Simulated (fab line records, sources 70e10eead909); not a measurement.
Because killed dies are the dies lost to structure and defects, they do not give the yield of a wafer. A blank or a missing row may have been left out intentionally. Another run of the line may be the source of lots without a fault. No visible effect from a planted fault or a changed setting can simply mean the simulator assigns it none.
fab line records	flow nandHarc	part 2 of 2: steps 5 to 6 of 6
[record] lots = 23	wafers = 69	lastDay = 33
route steps=1302 shown P_BONDPAD@377 A_CHANNEL_HOLE_D1@465 A_CHANNEL_FILL_D1@499
lots untouched by any fault: they come from a run of this same line in which no faults occurred
startH: hours from the record's first day to the start of the lot's first wafer shown	waitH: hours since the lot's step before	" same as the row above	L1.1+2: several wafers, shown together as one row	- value missing, or start not given	* or withheld: withheld	< > ~ a bound
route shown NAME@n: names a module that has steps shown in the file, with the first one's number in the route	usual: average and standard deviation across the fault-free wafers	same: alike in all rows	chamber/n: place in a boat	sites: per-site readings	_std_site: how widely they spread, as a standard deviation	_edge_site: inner sites' mean taken away from outer sites' mean	radiusMm: for every site, how far away it sits from the centre of the wafer	mask NAME#n: copy n	behind: the last tool/chamber to shape the wafer	hold: the reason the lot was held/the length of the hold in hours/how it ended	device: the n, p or np transistor that did not switch	end of line: the same wafers' tests at the end of the route	step lacking rows: just its recipe	killed: dies that structure and defects cost at the first sort, which is not the same as the wafer's yield	map: per-die view of a wafer (x killed, . not killed, _ where there is no die)
set.NAME: the run value of the setting; set.NAME@STEP: its run value at that earlier step	model.NAME: the simulator's own value behind a step, which no gauge read
one table for each step of the route and one row for each wafer, over a sample of lots
services: from which hour (startH, from the record's first day; less than 0 if before it) a tool's chamber was out of use, for how many hours, and why
[[steps]]
[step NHARC_A_CHANNEL_FILL_D1_STRIP_29]
[recipe] timeS = 20	o2FlowSccm = 500	arFlowSccm = 0	biasW = 0	chemistry = O2
[usual] drypumpMotorCurrentA = 5.8/0.37	mfcArSccm = 0.021/0.015	oesProductAu = 0.997/0.014	rfVppV = 57.8/0.98	showerheadPlenumPTorr = 3.52/0.14	throttleValvePct = 17.037/0.008
lot.wafer	tool	chamber	startH	waitH	drypumpMotorCurrentA	mfcArSccm	oesProductAu	rfHoursCounterH	rfVppV	showerheadPlenumPTorr	throttleValvePct
L075.4	rieDiel-11	3	-	-	6.0	0	1.000	9.6	58.6	3.48	17.020
L075.3	"	1	"	"	6.1	0.025	0.997	7.8	57.8	3.76	17.034
L075.5	"	3	"	"	6.0	0	0.988	-	58.8	3.48	17.043
L074.4	rieDiel-06	0	-	-	5.6	0.041	0.998	6.0	58.4	3.45	17.048
L074.5	"	2	"	"	6.3	0.040	1.008	-	58.0	3.63	17.033
L074.6	"	3	"	"	6.0	0.024	1.002	-	56.6	3.33	17.023
L076.3	rieDiel-11	1	-	-	6.1	0.025	1.000	8.0	56.9	3.76	17.031
L076.4	"	3	"	"	6.0	0	0.991	10.0	58.3	3.48	17.026
L076.5	"	1	"	"	6.1	0.025	1.004	-	58.9	3.76	17.044
L077.1	rieDiel-06	0	-	-	5.6	0.041	1.000	6.1	57.7	3.45	17.038
L077.4	"	1	"	"	5.8	0.036	1.017	6.0	58.1	3.68	17.038
L077.5	"	0	"	"	5.6	0.041	0.991	-	58.3	3.45	17.037
L078.2	rieDiel-11	3	-	-	6.0	0	0.997	0.2	57.4	3.48	17.053
L078.4	"	0	"	"	5.4	0.014	1.003	0.3	59.5	3.42	17.038
L078.3	"	1	"	"	6.1	0.025	0.970	0.3	59.7	3.76	17.048
L079.1	rieDiel-11	0	-	-	5.3	0.014	1.005	0.7	59.2	3.42	17.043
L079.4	"	1	"	"	6.1	0.025	1.000	0.5	59.5	3.76	17.028
L079.5	"	0	"	"	5.3	0.014	1.019	-	58.5	3.42	17.049
L080.3	rieDiel-03	3	-	-	5.1	0	1.012	0.2	58.7	3.35	17.042
L080.1	"	0	"	"	5.5	0	0.995	0.2	57.8	3.50	17.041
L080.6	"	0	"	"	5.5	0	0.987	-	58.3	3.50	17.028
L081.3	rieDiel-06	1	-	-	5.7	0.036	1.012	7.7	59.0	3.68	17.029
L081.2	"	3	"	"	6.1	0.024	0.999	8.0	58.1	3.33	17.034
L081.6	"	1	"	"	5.7	0.036	1.013	-	58.8	3.68	17.036
L082.2	rieDiel-11	1	-	-	6.1	0.025	0.991	2.4	58.9	3.76	17.025
L082.1	"	3	"	"	6.0	0	0.990	2.0	58.7	3.48	17.036
L082.5	"	2	"	"	6.1	0.017	0.975	-	59.2	3.70	17.029
L084.3	rieDiel-11	2	-	-	6.1	0.017	0.981	3.9	59.7	3.70	17.034
L084.4	"	3	"	"	6.0	0	0.992	3.0	57.2	3.48	17.033
L084.5	"	1	"	"	6.1	0.025	0.988	-	57.9	3.76	17.049
L085.1	rieDiel-03	1	340.28	0.2	5.3	0.013	1.014	3.1	55.7	3.36	17.037
L085.4	"	0	"	"	5.5	0	0.995	-	57.7	3.50	17.022
L085.6	"	1	"	"	5.3	0.013	1.014	-	56.9	3.36	17.025
L086.2	rieDiel-06	1	-	-	5.7	0.036	1.021	1.4	58.8	3.68	17.027
L086.1	"	3	"	"	6.1	0.024	0.972	1.1	57.7	3.33	17.041
L086.5	"	1	"	"	5.7	0.036	1.018	-	58.4	3.68	17.030
L087.3	rieDiel-11	3	-	-	6.0	0	0.992	4.9	58.6	3.48	17.039
L087.4	"	0	"	"	5.4	0.014	1.016	5.5	58.9	3.42	17.033
L087.5	"	0	"	"	5.4	0.014	1.005	-	58.1	3.42	17.033
L089.4	rieDiel-03	1	-	-	5.3	0.013	1.012	4.7	56.2	3.36	17.026
L089.1	"	3	"	"	5.0	0	1.022	5.3	57.6	3.34	17.041
L089.5	"	1	"	"	5.3	0.013	1.003	-	55.6	3.36	17.029
L088.4	rieDiel-11	1	-	-	6.1	0.025	0.982	6.2	59.2	3.76	17.038
L088.2	"	2	"	"	6.1	0.017	0.968	6.4	58.9	3.70	17.036
L088.6	"	0	"	"	5.4	0.014	1.009	-	57.1	3.42	17.041
L090.4	rieDiel-11	1	-	-	6.1	0.025	0.976	6.9	59.4	3.76	17.050
L090.1	"	0	"	"	5.4	0.014	1.012	6.5	58.1	3.42	17.046
L090.5	"	1	"	"	6.1	0.025	0.987	-	57.2	3.76	17.025
L091.2	rieDiel-06	1	397.30	0.1	5.7	0.036	1.016	3.1	57.6	3.68	17.041
L091.4	"	2	"	"	6.4	0.040	1.005	-	58.9	3.62	17.031
L091.6	"	1	"	"	5.7	0.036	1.013	-	57.9	3.68	17.038
L092.1	rieDiel-11	3	-	-	6.0	0	0.998	6.5	57.0	3.48	17.039
L092.4	"	0	"	"	5.4	0.014	1.003	7.2	57.1	3.42	17.055
L092.6	"	3	"	"	6.0	0	0.986	-	57.6	3.48	17.046
L093.1	rieDiel-03	3	-	-	5.0	0	1.026	8.1	56.0	3.34	17.040
L093.4	"	0	"	"	5.5	0	1.001	7.8	57.7	3.50	17.026
L093.2	"	1	"	"	5.3	0.013	0.999	7.1	57.9	3.36	17.029
L094.2	rieDiel-06	1	-	-	5.7	0.036	1.009	5.4	58.4	3.68	17.032
L094.1	"	2	"	"	6.4	0.040	1.017	6.3	58.5	3.62	17.033
L094.5	"	3	"	"	6.1	0.024	0.985	-	55.9	3.33	17.039
L096.3	rieDiel-11	0	-	-	5.4	0.014	0.998	0.7	56.1	3.42	17.048
L096.2	"	2	"	"	6.1	0.017	0.989	0.4	57.9	3.70	17.040
L096.5	"	3	"	"	5.9	0	0.983	-	59.4	3.48	17.047
L095.4	rieDiel-06	1	-	-	5.8	0.036	1.017	6.5	57.3	3.68	17.035
L095.2	"	2	"	"	6.4	0.040	1.009	7.7	57.8	3.62	17.045
L095.3	"	3	"	"	6.1	0.024	0.986	5.9	57.6	3.33	17.049
L097.1	rieDiel-06	2	-	-	6.4	0.040	0.999	7.8	57.0	3.62	17.046
L097.3	"	0	"	"	5.6	0.041	0.985	8.2	57.4	3.44	17.050
L097.2	"	1	"	"	5.8	0.036	1.007	6.5	59.6	3.68	17.035
[step NHARC_A_CHANNEL_FILL_D1_CMP_10]
[recipe] targetThkNm = 150
[usual] motorCurrentA = 12.6/1.1	slurryFlowMlMin = 150.0/0.45	timeToEndpointS = 16/3.4
lot.wafer	tool	chamber	startH	waitH	motorCurrentA	slurryFlowMlMin	timeToEndpointS
L075.3	cmp-04	3	250.06	0.4	13.3	150.0	18
L075.4	"	2	"	"	12.7	149.6	19
L075.5	"	0	"	"	11.7	150.1	20
L074.4	cmp-01	0	253.97	0.4	12.1	149.7	13
L074.6	"	1	"	"	14.4	150.9	17
L074.5	"	2	"	"	11.2	151.2	14
L077.1	cmp-01	1	256.68	0.4	14.4	150.1	16
L077.4	"	0	"	"	12.5	149.3	11
L077.5	"	1	"	"	14.0	149.8	15
L076.4	cmp-04	2	256.73	0.4	13.2	150.3	17
L076.3	"	3	"	"	13.2	149.1	16
L076.5	"	1	"	"	12.5	149.2	14
L078.3	cmp-02	1	279.19	0.4	12.0	150.7	24
L078.4	"	2	"	"	13.6	149.3	21
L078.2	"	3	"	"	13.2	151.0	17
L079.4	cmp-04	1	287.70	0.4	13.3	150.0	14
L079.1	"	2	"	"	11.8	149.7	18
L079.5	"	1	"	"	12.9	149.3	14
L081.3	cmp-01	3	306.00	0.4	11.4	150.0	17
L081.2	"	0	"	"	11.8	150.3	13
L081.6	"	3	"	"	11.1	150.5	17
L080.3	cmp-04	2	306.00	0.4	13.0	150.6	18
L080.1	"	3	"	"	12.5	149.4	15
L080.6	"	2	"	"	13.2	150.1	18
L082.1	cmp-01	0	318.06	0.4	11.7	150.2	11
L082.2	"	1	"	"	13.6	150.1	17
L082.5	"	3	"	"	12.2	150.3	17
L084.3	cmp-02	1	338.96	0.4	11.6	150.3	25
L084.4	"	2	"	"	13.4	150.5	21
L084.5	"	2	"	"	13.6	149.8	18
L086.1	cmp-01	3	345.86	0.4	11.7	150.1	16
L086.2	"	2	"	"	11.7	150.4	13
L086.5	"	0	"	"	11.4	150.6	10
L085.1	cmp-02	0	345.88	0.4	14.5	149.5	13
L085.4	"	2	"	"	12.8	149.9	19
L085.6	"	0	"	"	15.1	149.7	13
L087.4	cmp-02	2	374.71	0.4	13.1	149.8	15
L087.3	"	3	"	"	13.0	150.8	16
L087.5	"	3	"	"	12.8	149.5	17
L088.4	cmp-02	2	381.07	0.4	13.2	149.6	18
L088.2	"	3	"	"	12.9	149.8	17
L088.6	"	3	"	"	12.9	149.7	16
L089.1	cmp-01	1	381.09	0.4	13.9	149.8	15
L089.4	"	3	"	"	11.6	149.5	14
L089.5	"	0	"	"	11.7	150.4	14
L090.1	cmp-02	3	402.80	0.4	12.8	150.1	15
L090.4	"	0	"	"	14.9	150.1	11
L090.5	"	2	"	"	12.9	149.8	14
L091.4	cmp-01	1	402.83	0.4	14.0	149.8	13
L091.2	"	2	"	"	11.7	149.7	14
L091.6	"	3	"	"	11.5	149.6	15
L092.4	cmp-01	2	416.14	0.4	11.6	149.5	15
L092.1	"	3	"	"	11.3	149.9	17
L092.6	"	2	"	"	10.9	149.5	12
L093.4	cmp-02	1	422.13	0.4	12.0	150.4	24
L093.1	"	2	"	"	13.1	150.4	19
L093.2	"	3	"	"	12.7	149.9	15
L094.2	cmp-01	1	436.06	0.4	14.5	149.6	17
L094.1	"	2	"	"	11.5	150.0	16
L094.5	"	1	"	"	14.6	150.0	17
L096.2	cmp-02	1	455.97	0.4	12.6	150.7	23
L096.3	"	3	"	"	13.2	149.7	16
L096.5	"	0	"	"	14.9	150.4	13
L095.2	cmp-04	3	465.57	0.4	12.9	150.6	16
L095.4	"	0	"	"	11.1	150.2	18
L095.3	"	1	"	"	12.9	149.8	11
L097.3	cmp-01	2	465.57	0.4	11.0	150.0	14
L097.1	"	3	"	"	11.6	149.7	17
L097.2	"	1	"	"	13.8	150.0	17
[[services]]
tool	chamber	startH	hours	kind
rieDiel-09	2	123.24	2.4	repair
cmp-01	-	125.74	0.8	repair
cmp-01	-	131.36	0.5	repair
rieDiel-09	-	143.14	9.0	pm
cmp-01	-	188.11	4.0	pm
rieDiel-09	-	207.42	0.2	repair
pvdSputter-03	-	209.34	10.0	pm
rieDiel-09	3	214.69	4.7	repair
rieDiel-11	-	221.88	0.7	repair
rieDiel-09	1	226.65	14.5	repair
rieDiel-11	-	255.50	9.0	pm
cmp-01	-	269.80	0.5	repair
cmp-01	-	286.11	4.0	pm
rieDiel-11	3	293.35	5.5	repair
rieDiel-09	3	315.29	3.7	repair
rieDiel-09	-	320.14	9.0	pm
pvdSputter-03	-	338.72	2.0	repair
rieDiel-09	0	345.55	6.6	repair
rieDiel-11	1	354.93	3.1	repair
cmp-01	-	384.11	4.0	pm
pvdSputter-03	-	387.34	10.0	pm
pvdSputter-03	-	401.80	1.7	repair
pvdSputter-03	-	420.65	1.2	repair
rieDiel-11	-	432.53	9.0	pm
